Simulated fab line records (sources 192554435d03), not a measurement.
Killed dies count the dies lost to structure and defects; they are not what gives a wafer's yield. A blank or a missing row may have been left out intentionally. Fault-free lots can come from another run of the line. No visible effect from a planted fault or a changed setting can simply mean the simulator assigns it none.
fab line records :: flow n5Finfet
record:
  lots: 4
  wafers: 12
  lastDay: 15
route steps=1938 shown BEOL_M10@1514 BEOL_M11@1536 PASSIVATION@1936
lots that met no fault: taken from a fault-free run of the same line
startH: start of the lot's first displayed wafer, in hours after the record's first day :: waitH: hours elapsed since this lot's preceding step :: " repeats the value in the row above :: L1.1+2: several wafers, shown together as one row :: - no value, or no start was given :: * or withheld: withheld :: < > ~ a bound
route shown NAME@n: a module of which the file shows steps, and the number in the route of the first :: usual: mean/standard deviation taken from wafers without a fault :: same: alike in all rows :: chamber/n: place in a boat :: sites: readings site by site :: _std_site: how widely they spread, as a standard deviation :: _edge_site: outer sites' mean less inner sites' :: radiusMm: for every site, how far away it sits from the centre of the wafer :: mask NAME#n: copy n :: behind: tool/chamber where the wafer was last shaped :: hold: reason for holding the lot/hours on hold/outcome of the hold :: device: names the non-switching transistor (n, p or np) :: end of line: the route-end tests of the same wafers :: for a step that has no rows: nothing shown but its recipe :: killed: not the wafer's yield, but the dies lost to structure and defects at the first sort :: map: shows each die of a wafer: x if killed, . if not, _ if none is there
set.NAME: setting as actually run; set.NAME@STEP: the setting as run at that earlier step :: model.NAME: the simulator's own value behind a step, which no gauge read
lots at some steps of the route; a table a step, a row a wafer
== steps ==
step: N5_BEOL_M10_STRIP_77
recipe:
  chemistry: N2/H2
  timeS: 10
  powerW: 450
  tempC: 40
  pressureMtorr: 20
  rfFrequencyHz: 6e+07
  biasPowerW: 7
  n2FlowSccm: 200
  h2FlowSccm: 200
step: N5_BEOL_M10_HM_STRIP_39
recipe:
  chemistry: peroxideTinStrip
  material: TiN
  targetDepthA: 250
  tempC: 50
  timeS: 158
step: N5_BEOL_M10_SRD_40
recipe:
  timeS: 30
  tempC: 23
  rinseLiquid: diw
  dry: ipaMarangoni
step: N5_BEOL_M10_PRECLEAN_42
recipe:
  chemistry: residueRemover
  timeS: 60
  tempC: 40
step: N5_BEOL_M10_SRD_43
recipe:
  timeS: 30
  tempC: 23
  rinseLiquid: diw
  dry: ipaMarangoni
step: N5_BEOL_M10_CURE_72
recipe:
  tempC: 370
  timeS: 120
  ambient: DMADMS/He
  material: SiCOH_lowk
step: N5_BEOL_M10_DEGAS_44
recipe:
  ambient: vacuum
  tempC: 250
  timeS: 60
step: N5_BEOL_M10_PRE_CLEAN_45
recipe:
  gas: H2/He
  timeS: 30
  tempC: 250
step: N5_BEOL_M10_ALD_74
recipe:
  material: TaN
  targetThkA: 20
  tempC: 275
  aldPrecursorFamily: PDMAT
  aldCoReactant: NH3
  pressureTorr: 3
  carrierFlowSccm: 1500
  pulseTimeS: 2
  purgeTimeS: 3
  coReactantPurgeTimeS: 2
  coReactantPulseTimeS: 3
  aldCycles: 40
  precursorVesselTempC: 75
  precursorVesselPressureTorr: 26.25
  precursorVesselCarrierSccm: 1000
step: N5_BEOL_M10_SURFACE_TREAT_76
recipe:
  gas: Ar
  timeS: *
  ionEnergyEv: *
  ionCurrentMaCm2: 0.5
  pressureMtorr: *
  arFlowSccm: 30
step: N5_BEOL_M10_CVD_75
recipe:
  material: Co
  targetThkA: 20
  tempC: withheld
  precursor: CCTBA/H2
  pressureTorr: 30
  timeS: 138.9
lot.wafer: L137.2+3+5
tool: cvdCo-01
chamber: 1,2,2
startH: 242.90
waitH: 0.0

lot.wafer: L143.2+3+4
tool: cvdCo-01
chamber: 2,0,2
startH: 273.56
waitH: 0.1

lot.wafer: L148.2+4+6
tool: cvdCo-01
chamber: 2,1,0
startH: 304.76
waitH: 0.3

lot.wafer: L149.1+2+6
tool: cvdCo-01
chamber: 1,2,2
startH: 324.67
waitH: 0.1
step: N5_BEOL_M10_SPUTTER_48
recipe:
  material: Cu
  targetThkA: 120
  tempC: -20
  biasV: 60
  powerW: 26000
  chamberPressurePa: 0.13
  timeS: 2
step: N5_BEOL_M10_ECD_50
recipe:
  material: Cu
  targetThkA: 3180
step: N5_BEOL_M10_ANNEAL_51
recipe:
  tempC: 225
  timeS: 90
  ambient: N2
step: N5_BEOL_M10_CMP_52
recipe:
  stopOn: SiCOH_lowk
  tOverpolishS: 7
  downForcePsi: 1
  platenRpm: 50
  clearingPlatenDownForcePsi: 1.5
  clearingPlatenRpm: 50
  postCmpClean: cuAlkaline
  targetThkNm: 140
  clearingPlatenPadVelocityMS: 0.99484
  padVelocityMS: 0.99484
step: N5_BEOL_M10_PRE_CLEAN_55
recipe:
  gas: NH3
  timeS: 15
  tempC: withheld
  rfPowerW: 300
step: N5_BEOL_M10_DEP_56
recipe:
  material: SiCN
  targetThkA: 150
  tempC: withheld
  precursor: 3MS/NH3
  pressureTorr: 3
  rfW: 202
  timeS: 26.5
step: N5_BEOL_M11_ILD_DEP_00
recipe:
  material: SiCOH_lowk
  targetThkA: 3085.1
  tempC: 300
  precursor: DEMS/porogen
  pressureTorr: 5
  rfW: 500
  timeS: 58
step: N5_BEOL_M11_CURE_71
recipe:
  tempC: 385
  timeS: 240
  ambient: He/Ar
  material: SiCOH_lowk
step: N5_BEOL_M11_PECVD_70
recipe:
  material: SiO2
  targetThkA: 200
  tempC: 400
  precursor: TEOS/O2
  pressureTorr: 5.5
  rfW: 450
  teosFlowSccm: 53.8
  gas: O2
  flowSccm: 3000
  timeS: 22.7
step: N5_BEOL_M11_HM_DEP_02
recipe:
  material: TiN
  targetThkA: 200
  tempC: 25
  chamberPressurePa: 0.49996
step: N5_BEOL_M11_COAT_59
recipe:
  resist: SOC
  tempC: 250
  timeS: 60
  spinRpm: 1500
  resistThkNm: 100
step: N5_BEOL_M11_COAT_60
recipe:
  resist: SiARC
  tempC: 220
  timeS: 60
  spinRpm: 1500
  resistThkNm: 30
step: N5_BEOL_M11_COAT_05
recipe:
  resist: CAR-ArF
  spinRpm: 1500
  resistThkNm: 90
step: N5_BEOL_M11_EBR_07
recipe:
  solvent: PGMEA
  ebrWidthMm: 1.5
step: N5_BEOL_M11_SOFTBAKE_06
recipe:
  tempC: 110
  timeS: 60
  resist: CAR-ArF
step: N5_BEOL_M11_EXPOSE_08
recipe:
  maskId: M11
  na: 1.35
  sourceShape: dipole
  sigmaInner: 0.411
  sigmaOuter: 0.611
  polarization: te
  doseMj: 53.75
step: N5_BEOL_M11_PEB_09
recipe:
  pebTempC: withheld
  pebTimeS: 60
  resist: CAR-ArF
step: N5_BEOL_M11_DEVELOP_10
recipe:
  developTimeS: 30
  developer: TMAH
  resist: CAR-ArF
  rinseLiquid: diw
  dry: airSpin
  devTempC: 23
step: N5_BEOL_M11_DESCUM_16
recipe:
  chemistry: O2
  timeS: 7.9
  sourcePowerW: 50
  biasPowerW: 20
  pressureMtorr: 20
  rfFrequencyHz: 2.712e+07
  tempC: 40
  resist: CAR-ArF
  o2FlowSccm: 225
step: N5_BEOL_M11_ETCH_61
recipe:
  chemistry: CF4
  target: SiARC
  targetDepthA: 390
  maskMaterial: CAR-ArF
  timeS: 65
  ionEnergyEv: 80
  pressureMtorr: 40
  sourceW: 545
  biasW: 36
  Ar_flow_sccm: 100
  cf4FlowSccm: 100
  ends: cleared
step: N5_BEOL_M11_ETCH_62
recipe:
  chemistry: N2/H2
  target: SOC
  targetDepthA: 1100
  overetchA: 220
  maskMaterial: SiARC
  tempC: 40
  timeS: 165
  ionEnergyEv: 200
  pressureMtorr: 30
  sourceW: 840
  biasW: 150
  n2FlowSccm: 200
  h2FlowSccm: 200
step: N5_BEOL_M11_STRIP_68
recipe:
  chemistry: N2/H2
  tempC: 40
  n2FlowSccm: 200
  h2FlowSccm: 200
  rfFrequencyHz: 6e+07
step: N5_PASSIVATION_PROBE_49
usual:
  defectLimitedYield: 91.3/1.4
  killed_at_M0_to_M3: 33/9.9
  killed_at_M4_up: 15/5.6
  killedAtContacts: 13/5.7
  killedAtFrontEnd: 38/12
  killedAtOther: 4/3.1
  killedDies: 103/17
  killedOnRim: 13/4
  killedOpen: 66/13
  killedShort: 32/7.8
  sort_bin_4_leakage: 0.02/0.16
  sort_bin_5_function: 5.1/0.95
  sort_bin_6_memory: 3.2/0.68
  sortNPass: 1077/17
  sortYieldPct: 91.3/1.5
same:
  grossDies: 1180
  killedAtBackSide: 0
  sort_bin_8_speed[%]: 0
lot.wafer: L137.2
tool: prober-02
chamber: -
startH: 294.39
waitH: 0.1
defectLimitedYield[%]: 92.0
killed_at_M0_to_M3: 26
killed_at_M4_up: 17
killedAtContacts: 12
killedAtFrontEnd: 37
killedAtOther: 2
killedDies: 94
killedOnRim: 10
killedOpen: 70
killedShort: 23
sort_bin_4_leakage[%]: 0
sort_bin_5_function[%]: 5.1
sort_bin_6_memory[%]: 2.9
sortNPass: 1086
sortYieldPct[%]: 92.0

lot.wafer: L137.3
tool: prober-02
chamber: -
startH: 294.44
waitH: 0.1
defectLimitedYield[%]: 92.7
killed_at_M0_to_M3: 33
killed_at_M4_up: 14
killedAtContacts: 8
killedAtFrontEnd: 28
killedAtOther: 3
killedDies: 86
killedOnRim: 9
killedOpen: 52
killedShort: 33
sort_bin_4_leakage[%]: 0
sort_bin_5_function[%]: 3.8
sort_bin_6_memory[%]: 3.1
sortNPass: 1094
sortYieldPct[%]: 92.7

lot.wafer: L137.5
tool: prober-02
chamber: -
startH: 294.54
waitH: 0.2
defectLimitedYield[%]: 92.5
killed_at_M0_to_M3: 32
killed_at_M4_up: 13
killedAtContacts: 8
killedAtFrontEnd: 31
killedAtOther: 4
killedDies: 88
killedOnRim: 11
killedOpen: 47
killedShort: 37
sort_bin_4_leakage[%]: 0
sort_bin_5_function[%]: 4.0
sort_bin_6_memory[%]: 3.1
sortNPass: 1092
sortYieldPct[%]: 92.5

lot.wafer: L143.2
tool: prober-01
chamber: -
startH: 324.90
waitH: 0.1
defectLimitedYield[%]: 91.7
killed_at_M0_to_M3: 31
killed_at_M4_up: 31
killedAtContacts: 8
killedAtFrontEnd: 27
killedAtOther: 1
killedDies: 98
killedOnRim: 11
killedOpen: 70
killedShort: 22
sort_bin_4_leakage[%]: 0.08
sort_bin_5_function[%]: 4.9
sort_bin_6_memory[%]: 2.8
sortNPass: 1081
sortYieldPct[%]: 91.6

lot.wafer: L143.3
tool: prober-01
chamber: -
startH: 324.95
waitH: 0.1
defectLimitedYield[%]: 90.3
killed_at_M0_to_M3: 24
killed_at_M4_up: 23
killedAtContacts: 14
killedAtFrontEnd: 48
killedAtOther: 5
killedDies: 114
killedOnRim: 17
killedOpen: 82
killedShort: 28
sort_bin_4_leakage[%]: 0
sort_bin_5_function[%]: 6.2
sort_bin_6_memory[%]: 3.4
sortNPass: 1066
sortYieldPct[%]: 90.3

lot.wafer: L143.4
tool: prober-01
chamber: -
startH: 325.00
waitH: 0.2
defectLimitedYield[%]: 93.4
killed_at_M0_to_M3: 16
killed_at_M4_up: 25
killedAtContacts: 8
killedAtFrontEnd: 25
killedAtOther: 4
killedDies: 78
killedOnRim: 14
killedOpen: 47
killedShort: 23
sort_bin_4_leakage[%]: 0
sort_bin_5_function[%]: 4.1
sort_bin_6_memory[%]: 2.4
sortNPass: 1102
sortYieldPct[%]: 93.4

lot.wafer: L148.2
tool: prober-01
chamber: -
startH: 356.44
waitH: 0.1
defectLimitedYield[%]: 84.7
killed_at_M0_to_M3: 42
killed_at_M4_up: 86
killedAtContacts: 17
killedAtFrontEnd: 34
killedAtOther: 1
killedDies: 180
killedOnRim: 26
killedOpen: 73
killedShort: 32
sort_bin_4_leakage[%]: 0
sort_bin_5_function[%]: 8.8
sort_bin_6_memory[%]: 4.7
sortNPass: 1000
sortYieldPct[%]: 84.7

lot.wafer: L148.4
tool: prober-01
chamber: -
startH: 356.54
waitH: 0.2
defectLimitedYield[%]: 88.2
killed_at_M0_to_M3: 35
killed_at_M4_up: 44
killedAtContacts: 20
killedAtFrontEnd: 33
killedAtOther: 7
killedDies: 139
killedOnRim: 29
killedOpen: 74
killedShort: 29
sort_bin_4_leakage[%]: 0
sort_bin_5_function[%]: 7.8
sort_bin_6_memory[%]: 3.1
sortNPass: 1041
sortYieldPct[%]: 88.2

lot.wafer: L148.6
tool: prober-01
chamber: -
startH: 356.64
waitH: 0.3
defectLimitedYield[%]: 86.9
killed_at_M0_to_M3: 43
killed_at_M4_up: 58
killedAtContacts: 15
killedAtFrontEnd: 35
killedAtOther: 4
killedDies: 155
killedOnRim: 32
killedOpen: 72
killedShort: 29
sort_bin_4_leakage[%]: 0
sort_bin_5_function[%]: 7.5
sort_bin_6_memory[%]: 4.2
sortNPass: 1025
sortYieldPct[%]: 86.9

lot.wafer: L149.1
tool: prober-02
chamber: -
startH: 371.59
waitH: 0.0
defectLimitedYield[%]: 84.7
killed_at_M0_to_M3: 56
killed_at_M4_up: 47
killedAtContacts: 11
killedAtFrontEnd: 64
killedAtOther: 2
killedDies: 180
killedOnRim: 37
killedOpen: 100
killedShort: 50
sort_bin_4_leakage[%]: 1.44
sort_bin_5_function[%]: 9.8
sort_bin_6_memory[%]: 4.6
sortNPass: 983
sortYieldPct[%]: 83.3

lot.wafer: L149.2
tool: prober-02
chamber: -
startH: 371.64
waitH: 0.1
defectLimitedYield[%]: 83.0
killed_at_M0_to_M3: 38
killed_at_M4_up: 89
killedAtContacts: 13
killedAtFrontEnd: 58
killedAtOther: 3
killedDies: 201
killedOnRim: 37
killedOpen: 81
killedShort: 37
sort_bin_4_leakage[%]: 0
sort_bin_5_function[%]: 10.8
sort_bin_6_memory[%]: 3.9
sortNPass: 979
sortYieldPct[%]: 83.0

lot.wafer: L149.6
tool: prober-02
chamber: -
startH: 371.84
waitH: 0.3
defectLimitedYield[%]: 84.5
killed_at_M0_to_M3: 30
killed_at_M4_up: 87
killedAtContacts: 23
killedAtFrontEnd: 41
killedAtOther: 2
killedDies: 183
killedOnRim: 24
killedOpen: 72
killedShort: 39
sort_bin_4_leakage[%]: 0
sort_bin_5_function[%]: 9.3
sort_bin_6_memory[%]: 4.2
sortNPass: 997
sortYieldPct[%]: 84.5
killed by level:class
L137.2 MOL_CONTACT_COAG:geometricParticle:open=11 BEOL_M4:geometricParticle:open=9 BEOL_M1:geometricParticle:open=8 STI_FIN_REVEAL:geometricParticle:open=7 ILD0:geometricParticle:open=7 BEOL_M2:geometricParticle:open=7 GATE_CUT:geometricParticle:open=5 GATE_CUT:geometricParticle:short=5
L137.3 BEOL_M4:geometricParticle:open=9 BEOL_M0_SAQP:geometricParticle:short=8 STI_FIN_REVEAL:geometricParticle:open=7 BEOL_M0_SAQP:geometricParticle:open=7 MOL_CONTACT_COAG:geometricParticle:open=6 GATE_CUT:geometricParticle:short=5 BEOL_M1:geometricParticle:open=5 BEOL_M2:geometricParticle:short=5
L137.5 BEOL_M0_SAQP:geometricParticle:short=10 BEOL_M1:geometricParticle:open=8 GATE_CUT:geometricParticle:short=7 MOL_CONTACT_COAG:geometricParticle:open=6 BEOL_M1:geometricParticle:short=5 BEOL_M4:geometricParticle:open=5 FIN_SAQP:geometricParticle:short=4 FIN_SAQP:geometricParticle:open=4
L143.2 BEOL_M3:geometricParticle:open=13 BEOL_M4:geometricParticle:open=12 MOL_CONTACT_COAG:geometricParticle:open=7 BEOL_M7:geometricParticle:open=6 STI_FIN_REVEAL:geometricParticle:open=5 BEOL_M3:geometricParticle:short=5 FIN_SAQP:geometricParticle:open=4 FIN_SAQP:geometricParticle:short=4
L143.3 FIN_SAQP:geometricParticle:open=13 MOL_CONTACT_COAG:geometricParticle:open=13 FIN_SAQP:geometricParticle:short=10 BEOL_M4:geometricParticle:open=9 BEOL_M2:geometricParticle:open=7 STI_FIN_REVEAL:geometricParticle:open=6 BEOL_M3:geometricParticle:open=6 DUMMY_GATE:geometricParticle:open=5
L143.4 BEOL_M4:geometricParticle:open=10 MOL_CONTACT_COAG:geometricParticle:open=6 GATE_CUT:geometricParticle:short=5 BEOL_M2:geometricParticle:open=5 FIN_SAQP:geometricParticle:open=4 BEOL_M1:geometricParticle:open=4 ILD0:geometricParticle:open=3 BEOL_M3:geometricParticle:open=3
L148.2 BEOL_M10:unspecified=74 BEOL_M1:geometricParticle:open=13 MOL_CONTACT_COAG:geometricParticle:open=12 FIN_SAQP:geometricParticle:open=8 BEOL_M0_SAQP:geometricParticle:open=6 STI_FIN_REVEAL:geometricParticle:open=6 BEOL_M0_SAQP:geometricParticle:short=6 BEOL_M4:geometricParticle:open=6
L148.4 BEOL_M10:unspecified=30 MOL_CONTACT_COAG:geometricParticle:open=16 BEOL_M3:geometricParticle:open=10 BEOL_M1:geometricParticle:open=8 FIN_SAQP:geometricParticle:open=7 STI_FIN_REVEAL:geometricParticle:open=7 FIN_SAQP:geometricParticle:short=6 STARTING-WAFER:geometricParticle:short=5
L148.6 BEOL_M10:unspecified=49 BEOL_M2:geometricParticle:open=15 MOL_CONTACT_COAG:geometricParticle:open=13 BEOL_M0_SAQP:geometricParticle:open=7 FIN_SAQP:geometricParticle:open=6 GATE_CUT:geometricParticle:short=6 BEOL_M0_SAQP:geometricParticle:short=5 BEOL_M0:geometricParticle:open=5
L149.1 BEOL_M10:unspecified=28 BEOL_M0_SAQP:geometricParticle:short=23 FIN_SAQP:geometricParticle:open=21 BEOL_M0_SAQP:geometricParticle:open=21 STI_FIN_REVEAL:geometricParticle:open=15 BEOL_M4:geometricParticle:open=11 BEOL_M2:geometricParticle:open=7 MOL_CONTACT_COAG:geometricParticle:open=7
L149.2 BEOL_M10:unspecified=77 STI_FIN_REVEAL:geometricParticle:open=24 BEOL_M0_SAQP:geometricParticle:open=14 BEOL_M0_SAQP:geometricParticle:short=12 MOL_CONTACT_COAG:geometricParticle:open=11 FIN_SAQP:geometricParticle:open=7 STI_FIN_REVEAL:geometricParticle:short=5 GATE_CUT:geometricParticle:short=5
L149.6 BEOL_M10:unspecified=70 MOL_CONTACT_COAG:geometricParticle:open=18 BEOL_M0_SAQP:geometricParticle:open=12 BEOL_M0_SAQP:geometricParticle:short=8 FIN_SAQP:geometricParticle:open=6 BEOL_M4:geometricParticle:open=6 FIN_SAQP:geometricParticle:short=5 STI_FIN_REVEAL:geometricParticle:open=5
map L148.2 (x killed, . not)
_________________.x......x...________________
______________x...x.x.......x..._____________
___________....................x...__________
__________............x............._________
________.......x.xx.x............x.x.._______
_______...x.x.........x................______
______..x....x.x........................_____
_____.......x..xx...................x....____
____.............x.......x....x...........___
___...................x.........x...x......__
___x.....x...................x.............__
__....x..............................x......_
__.xxxx.x.x....x.........x................x._
_xxxxxx............x.x...x............x.....x
_xxxxx.x.x.........x..................x......
_xxxxxxxxx..............x.............x......
_xxxxxxxxx............x.xx....x..x........x..
_xxxxxx.xx......................x........x...
_xxxxxxxx...x...x.........................x..
_xxxxxxx.x........xx................x..x.....
_xxxxxxx........x.........x.........x....x...
__xxxx....x...x.x.........x................._
__x.x.x..xx........x..............x.xx......_
___....x....x.........x..............x.....__
___...x.......x.x.......x..x..x............__
____.x.x..............x.........x.........___
_____x...........x..........x.x.......x..____
______..........x.............x........._____
_______.....x...........x.......x......______
________.x..x.......................x._______
__________.........................._________
___________........................__________
______________.................._____________
_________________.x...x......________________
map L149.2 (x killed, . not)
_________________.x....x.....________________
______________..............x..._____________
___________..xx....x........x.x.x..__________
__________.........x.........x......_________
________.............x....x.........x._______
_______........xx...........x........x.______
______...........x..x...........x.....x._____
_____....x.....x........xxx....x.....x...____
____.x........................x.x...x.....___
___...x........xx.............x........x..x__
___...x......................x.............__
__x.x.xx.....x.....x........................_
__xxxxx....................x.......x...x...._
_xxxxx.x.............x.x........x............
_xxxxxxxx.........xx....x................x..x
_xxxxxxx...........xx........xx...........x..
_xxxxxx.xxx.x...x....x.......................
_xxxxxxxx..x......x..............x.......x...
_xxxxxxx.......x..............x............xx
_xxxxxxxx....x...............................
_x.xxxx..........x.....x...........x.........
__xxxxxx.x............x...............x.xx.._
__x.xx............x.x...xx........x..x....x._
___xxx....x.........................x..x...__
___....................x.....x.............__
____...........x....x....x......x...x.....___
_____....x.........................x.....____
______..x...xx.......x..x.............x._____
_______..x.....x..................x.x..______
________.........x................x..._______
__________.............x............_________
___________..x...............x..x..__________
______________.x.xx...x.......x._____________
_________________....xx..x...________________
== key ==
firstSign:
  step: N5_PASSIVATION_PROBE_49
  reading: killed_at_M4_up
  direction: up
  sigmas: 9.6
  usual: 15
  struck: 68
effect:
  step: N5_PASSIVATION_PROBE_49
  reading: killedDies
  direction: up
  sigmas: 4.2
  usual: 103
  struck: 173
  wafersMoved: 5
moreKillsBornAt:
  N5_BEOL_M10_CVD_75@cvdCo-01: 328
metAt N5_BEOL_M10_CVD_75
struckWafers L148.2,L148.4,L148.6,L149.1,L149.2,L149.6
onsetBetween 273.56 304.76
alsoFits time
fault:
  kind: chamberParticleSource
  tool: cvdCo-01
  chamber: -
  onsetH: 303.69
  steps: N5_BEOL_M10_CVD_75
  ratePerVisitCm2: 0.59394
  endH: 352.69
